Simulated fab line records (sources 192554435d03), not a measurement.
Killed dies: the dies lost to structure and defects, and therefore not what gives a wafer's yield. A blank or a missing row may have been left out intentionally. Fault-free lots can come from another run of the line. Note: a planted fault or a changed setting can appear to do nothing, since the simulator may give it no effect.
Matching of chambers -- flow n5 finfet -- 3 sister chambers for N5_SDB_HM_DEP_00 on pecvd-04
The step deposits SiNx from SiH4/NH3/N2, target thk 40 nm, time 35.3 s. 18 wafers are shown with their chamber, then 9 later ones without.

WAFERS WITH THEIR CHAMBER
wafer,chamber,throttle valve pct (%),showerhead plenum p Torr (Torr),heater power w (W)
L076.1,0,36.4,5.23,903
L076.3,1,38.7,5.05,888
L076.4,2,39.4,5.13,940
L079.1,1,38.4,5.07,963
L079.4,2,39.5,5.13,886
L079.6,1,38.7,5.07,990
L081.1,1,38.6,5.06,1074
L081.2,0,36.1,5.20,930
L081.5,2,39.5,5.14,909
L082.1,1,38.5,5.08,1018
L082.5,2,39.4,5.16,890
L082.6,1,38.5,5.06,1000
L083.4,1,38.6,5.05,1018
L083.5,0,36.6,5.22,958
L083.6,2,39.6,5.14,842
L086.1,0,36.2,5.22,918
L086.2,1,38.5,5.04,964
L086.3,2,39.5,5.14,940

SIGNATURES, as means of the wafers listed above
reading,chamber 0,chamber 1,chamber 2,scatter within a chamber
throttle valve pct,36.325,38.562,39.483,0.13
showerhead plenum p Torr,5.2175,5.0600,5.1400,0.0123
heater power w,927.25,989.38,901.17,44
Rule: a wafer lies at a distance from a chamber equal to the root of the sum of squares, over the readings, of (its reading less the chamber's mean, divided by the reading's scatter). If the next closest chamber is less than 2 further off than the closest, the wafer can't be placed; otherwise it belongs to the closest. The scatter: take each reading less its chamber's mean, square it, sum over the shown wafers, divide by the number of wafers less the number of chambers, and take the root.

WAFERS WHOSE CHAMBER IS MISSING
wafer,throttle valve pct (%),showerhead plenum p Torr (Torr),heater power w (W)
L092.2,36.2,5.22,882
L092.3,38.5,5.08,1054
L092.5,39.6,5.14,835
L093.1,36.3,5.21,926
L093.4,39.7,5.14,961
L093.6,36.4,5.23,922
L097.2,38.7,5.06,1040
L097.3,38.6,5.05,1055
L097.4,36.4,5.22,849

EACH ONE'S CHAMBER
wafer,from the rows above,in truth
L092.2,0,0
L092.3,1,1
L092.5,2,2
L093.1,0,0
L093.4,2,2
L093.6,0,0
L097.2,1,1
L097.3,1,1
L097.4,0,0
Correct placement for 9 of the 9. Left unplaced by these rows: 0. Wrongly placed: 0.
